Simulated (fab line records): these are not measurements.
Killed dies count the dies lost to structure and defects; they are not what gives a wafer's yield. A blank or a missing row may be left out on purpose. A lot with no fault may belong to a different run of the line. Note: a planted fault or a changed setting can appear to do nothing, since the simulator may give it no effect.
Chamber matching / flow n5 finfet / N5_HKMG_FIN_CMP_94 on cmp-02 has 4 sister chambers
The step polishes, stops on SiNx, t overpolish 4.7 s, target thk 43.299 nm. 8 wafers are shown with their chamber, then 10 later ones without.

WAFERS PAIRED WITH THEIR CHAMBERS
wafer=L081.2; chamber=3; motor current A (A)=11.2; platen rpm (rpm)=50.23
wafer=L083.4; chamber=0; motor current A (A)=11.5; platen rpm (rpm)=50.27
wafer=L083.5; chamber=2; motor current A (A)=10.4; platen rpm (rpm)=50.30
wafer=L085.3; chamber=0; motor current A (A)=11.1; platen rpm (rpm)=50.29
wafer=L085.4; chamber=3; motor current A (A)=11.9; platen rpm (rpm)=50.33
wafer=L085.6; chamber=1; motor current A (A)=12.7; platen rpm (rpm)=50.28
wafer=L090.1; chamber=2; motor current A (A)=11.0; platen rpm (rpm)=50.30
wafer=L090.2; chamber=1; motor current A (A)=11.7; platen rpm (rpm)=50.29

WAFERS WITH NO CHAMBER GIVEN
wafer=L090.5; motor current A (A)=10.8; platen rpm (rpm)=50.34
wafer=L091.2; motor current A (A)=10.8; platen rpm (rpm)=50.27
wafer=L091.3; motor current A (A)=10.9; platen rpm (rpm)=50.29
wafer=L091.4; motor current A (A)=12.2; platen rpm (rpm)=50.35
wafer=L092.2; motor current A (A)=11.7; platen rpm (rpm)=50.29
wafer=L092.5; motor current A (A)=11.0; platen rpm (rpm)=50.31
wafer=L092.6; motor current A (A)=11.9; platen rpm (rpm)=50.29
wafer=L094.1; motor current A (A)=11.0; platen rpm (rpm)=50.30
wafer=L094.4; motor current A (A)=11.6; platen rpm (rpm)=50.25
wafer=L094.6; motor current A (A)=10.9; platen rpm (rpm)=50.30

THE CHAMBER EACH PASSED THROUGH
wafer=L090.5; from the rows above=can't be placed: 2 or 0 or 3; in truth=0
wafer=L091.2; from the rows above=can't be placed: 2 or 0 or 3 or 1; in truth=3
wafer=L091.3; from the rows above=can't be placed: 2 or 0 or 3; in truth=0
wafer=L091.4; from the rows above=can't be placed: 1 or 3 or 0 or 2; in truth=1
wafer=L092.2; from the rows above=can't be placed: 3 or 0 or 1 or 2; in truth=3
wafer=L092.5; from the rows above=can't be placed: 2 or 0 or 3 or 1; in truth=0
wafer=L092.6; from the rows above=can't be placed: 1 or 3 or 0 or 2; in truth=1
wafer=L094.1; from the rows above=can't be placed: 2 or 0 or 3 or 1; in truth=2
wafer=L094.4; from the rows above=can't be placed: 3 or 0 or 1 or 2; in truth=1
wafer=L094.6; from the rows above=can't be placed: 2 or 0 or 3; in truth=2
Placed correctly: 0 of 10. From these rows, 10 cannot be placed; in 10 the true chamber is one of the candidates. Wrongly placed: 0.
How it was worked out, from the rows above alone: a wafer's distance from a chamber is the root of the sum, over the readings, of the square of ((its reading less the chamber's mean) divided by the reading's scatter). If the next closest chamber is less than 2 further off than the closest, the wafer can't be placed; otherwise it belongs to the closest. For every chamber, the mean is computed from those of its wafers that are shown. How the scatter is found: for the shown wafers, subtract from each reading the mean of its chamber, square and add these, divide the total by (wafers less chambers), then take the root.
